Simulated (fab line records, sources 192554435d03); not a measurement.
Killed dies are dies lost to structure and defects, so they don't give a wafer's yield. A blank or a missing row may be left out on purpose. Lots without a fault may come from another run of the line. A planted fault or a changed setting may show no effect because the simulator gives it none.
One fault seen from 2 desks | flow n5_finfet | each desk has only its own numbers; what lay behind them comes last

THE METROLOGY DESK
What the gauges read, lot by lot, whatever tool the lot ran on: means of the sampled wafers that have a number. A lot is out of limits, marked OUT, if its mean lies more than 4 standard deviations from the usual mean; the brackets give that distance. Of its 13 readings 7 are shown: the one that was out of limits first, and those that lie furthest out on some lot.
Columns: A = DIBL_N at N5_BEOL_M4_RC_MEAS_101, usual 36.4 mV/V; B = SS_P at N5_BEOL_M4_RC_MEAS_101, usual 73.3 mV/dec; C = VT_N at N5_BEOL_M4_RC_MEAS_101, usual 250 mV; D = VT_P at N5_BEOL_M4_RC_MEAS_101, usual -251 mV; E = trench_depth_nm at N5_BEOL_M14_OCD_MEAS_35, usual 560 nm; F = M14_THK at N5_BEOL_M14_THK_MEAS_50, usual 575 nm; G = M14_RS at N5_BEOL_M14_RS_MEAS_54, usual 0.0330 ohm/sq
lot  | first seen here | A    | B    | C   | D    | E             | F             | G
L712 | day 8 21:05     | 37.0 | 73.2 | 245 | -241 | 549           | 572           | 0.0337
L713 | day 9 14:54     | 35.9 | 72.5 | 249 | -251 | 354 (-12) OUT | 362 (-12) OUT | 0.0817 (+49) OUT
L715 | day 10 10:13    | 31.6 | 72.8 | 256 | -254 | 359 (-12) OUT | 366 (-12) OUT | 0.0800 (+47) OUT
L725 | day 12 02:02    | 38.1 | 74.1 | 250 | -252 | 561           | 576           | 0.0329
L728 | day 13 05:12    | 37.2 | 74.3 | 248 | -247 | 568           | 588           | 0.0326
L729 | day 13 10:51    | 34.9 | 72.3 | 253 | -254 | 572           | 591           | 0.0323
L731 | day 14 07:22    | 39.2 | 73.4 | 250 | -254 | 552           | 570           | 0.0334
L732 | day 14 07:26    | 31.1 | 71.4 | 258 | -261 | 564           | 574           | 0.0329
This desk's finding: out of limits on L713, L715; first on L713, day 12 20:17 (trench_depth_nm at N5_BEOL_M14_OCD_MEAS_35). In limits: L712, L725, L728, L729, L731, L732.

THE TOOL OWNER'S DESK: rie_diel-04
The tool's own readings at N5_BEOL_M14_TRENCH_ETCH_34 (etches SiO2 in C4F8/O2/Ar, target depth 556.65 nm, time 126.9 s): means of the sampled wafers that have a number, for each lot that ran on this tool. A lot is out of limits, marked OUT, if its mean lies more than 4 standard deviations from the usual mean; the brackets give that distance.
Columns: A = bias_w at N5_BEOL_M14_TRENCH_ETCH_34, usual 2041 W; B = drypump_motor_current_A at N5_BEOL_M14_TRENCH_ETCH_34, usual 5.6 A; C = oes_product_au at N5_BEOL_M14_TRENCH_ETCH_34, usual 0.81 a.u.; D = rf_vpp_V at N5_BEOL_M14_TRENCH_ETCH_34, usual 2203 V; E = showerhead_plenum_p_Torr at N5_BEOL_M14_TRENCH_ETCH_34, usual 3.41 Torr; F = throttle_valve_pct at N5_BEOL_M14_TRENCH_ETCH_34, usual 30.78 %
lot  | first seen here | A    | B   | C    | D    | E    | F
L712 | day 12 01:53    | 2044 | 5.7 | 0.79 | 2215 | 3.41 | 30.84
L713 | day 12 20:08    | 2054 | 5.5 | 0.77 | 2164 | 3.33 | 31.03
L715 | day 13 18:49    | 2040 | 6.0 | 0.80 | 2239 | 3.42 | 30.98
L731 | day 17 04:59    | 2036 | 5.7 | 0.80 | 2170 | 3.33 | 30.86
L732 | day 17 10:42    | 2041 | 5.9 | 0.83 | 2220 | 3.39 | 30.84
This desk's finding: nothing out of limits on any of the 5 lots.

PUT TOGETHER
The metrology desk could have raised an alarm at day 12 20:17, on L713, L715.
The tool owner's desk saw nothing out of limits.
The tool owner's desk has L713, L715 on record, within its limits.
Of the lots named, all ran N5_BEOL_M14_TRENCH_ETCH_34 on rie_diel-04.

WHAT THE SIMULATOR HAD PUT IN
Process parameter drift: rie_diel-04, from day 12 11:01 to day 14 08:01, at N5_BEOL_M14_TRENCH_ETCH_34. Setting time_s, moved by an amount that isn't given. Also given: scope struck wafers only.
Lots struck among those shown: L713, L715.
Hours from the fault's start to each desk's first reading out of limits: the metrology desk, 9.
